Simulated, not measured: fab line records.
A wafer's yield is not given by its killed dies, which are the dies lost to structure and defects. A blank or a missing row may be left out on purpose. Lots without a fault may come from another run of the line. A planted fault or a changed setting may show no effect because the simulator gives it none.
A struck lot beside a sound one    flow n5_finfet    25 steps out of a route of 1938
Sound: the wafers L781.1, L781.2, L781.3. Wafers struck: L786.1, L786.4, L786.5. At the end, the cause is stated.
Order at every step that has rows: each side's tool, ch and its chambers, its first start. Under that, the readings that differ: sound wafers    struck wafers    difference of the means    sigmas: that difference in standard deviations of wafers without a fault.
alike: a reading whose means differ by less than 2 such deviations, as well as words and numbers matching on both sides. not compared: withheld readings; readings where some wafer has no value; bounds like >300 that might hide an equal value; numbers whose values overlap and for which the record gives no deviation.
The two part at a step that has a row with sigmas, a row that says differs or no value, or rows on one side only. When numbers do not overlap yet have no deviation, they are printed without sigmas and do not part them. Lack of a reading on every wafer of one side parts them only where that side has two or more wafers.

first, 11 steps without rows for these wafers: N5_BEOL_M13_ETCH_59 (etches BARC in N2/H2, target depth 89 nm, overetch 26.7 nm, time 67.9 s); N5_BEOL_M13_VIA_ETCH_16 (etches SiOC in C4F8/O2/Ar, target depth 921.7 nm); N5_BEOL_M13_STRIP_63 (strips in N2/H2); N5_BEOL_M13_STRIP_64 (strips in N2/H2); N5_BEOL_M13_STRIP_71 (strips in post etch residue remover, time 60 s); N5_BEOL_M13_SRD_72 (time 30 s, dry time 30 s); N5_BEOL_M13_COAT_65 (time 60 s, resist thk 350 nm); N5_BEOL_M13_COAT_66 (time 60 s, resist thk 110 nm); N5_BEOL_M13_COAT_22 (resist thk 300 nm); N5_BEOL_M13_EBR_24; N5_BEOL_M13_SOFTBAKE_23 (time 60 s).
N5_BEOL_M13_EXPOSE_25: exposes mask M13, target cd 210 nm.
  sound on krf_scanner-01 ch 0, day 11 17:41; struck on krf_scanner-01 ch 0, day 13 00:25
reading               sound                 struck                difference  sigmas
exposure_dose_mJ_cm2  21.959 21.951 21.982  22.999 22.970 22.975  +1.017      +48
  alike: mask, stage_vel_mm_s
then, 3 steps without rows for these wafers: N5_BEOL_M13_PEB_26 (peb time 90 s); N5_BEOL_M13_DEVELOP_27 (develop time 45 s); N5_BEOL_M13_HARDBAKE_32 (time 120 s).
N5_BEOL_M13_CD_MEAS_28 targets a cd of 209.5 nm.
  sound on cd_sem-02 ch 0, day 11 17:51; struck on cd_sem-01 ch 0, day 13 00:35
reading     sound              struck             difference  sigmas
cd_nm (nm)  210.6 209.8 209.0  213.7 214.2 214.0  +4.2        +5
N5_BEOL_M13_DESCUM_33: chemistry O2, time 7.9 s.
  sound on rie_diel-03 ch 0,2,3, day 11 17:56; struck on rie_diel-06 ch 2,3, day 13 00:49
reading                    sound            struck           difference  sigmas
model.BEOL_M13.cd_nm (nm)  210.8 210 209.2  213.8 214 214.2  +4.0        
  alike: drypump_motor_current_A, oes_product_au, rf_vpp_V, showerhead_plenum_p_Torr, throttle_valve_pct
  not compared: rf_hours_counter_h
then, 6 steps without rows for these wafers: N5_BEOL_M13_ETCH_67 (etches SiARC in CF4, target depth 143 nm, time 238.3 s); N5_BEOL_M13_ETCH_68 (etches SOC in N2/H2, time 355 s); N5_BEOL_M13_STRIP_69 (strips in N2/H2); N5_BEOL_M13_TRENCH_ETCH_34 (etches SiOC in C4F8/O2/Ar, target depth 413.47 nm, time 162.6 s); N5_BEOL_M13_STRIP_70 (strips in C4F8/O2/Ar); N5_BEOL_M13_STRIP_37 (strips in N2/H2).
N5_BEOL_M13_ETCH_38: etches SiCN in CF4/N2, target depth 67.5 nm, time 71.9 s.
  sound on rie_diel-06 ch 0,1,3, day 11 21:07; struck on rie_diel-06 ch 0,2,3, day 13 04:21
reading                    sound            struck             difference  sigmas
model.BEOL_M13.cd_nm (nm)  210.6 209 208.2  214.8 214.2 215.2  +5.5        
  alike: drypump_motor_current_A, oes_product_au, rf_vpp_V, showerhead_plenum_p_Torr, throttle_valve_pct
  not compared: rf_hours_counter_h
then, 1 step without rows for these wafers: N5_BEOL_M13_PRECLEAN_39 (cleans in residue remover, time 60 s).

== WHERE THEY PART ==
Last at N5_BEOL_M13_CD_MEAS_28 as far as this record goes, first at N5_BEOL_M13_EXPOSE_25. Later steps at which nothing parts them and some readings are alike: N5_BEOL_M13_DESCUM_33, N5_BEOL_M13_ETCH_38.

WHY: whatever the simulator had introduced
Process parameter drift: krf_scanner-01, from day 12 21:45 on, at N5_BEOL_M13_EXPOSE_25. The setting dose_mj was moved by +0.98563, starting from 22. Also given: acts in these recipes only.
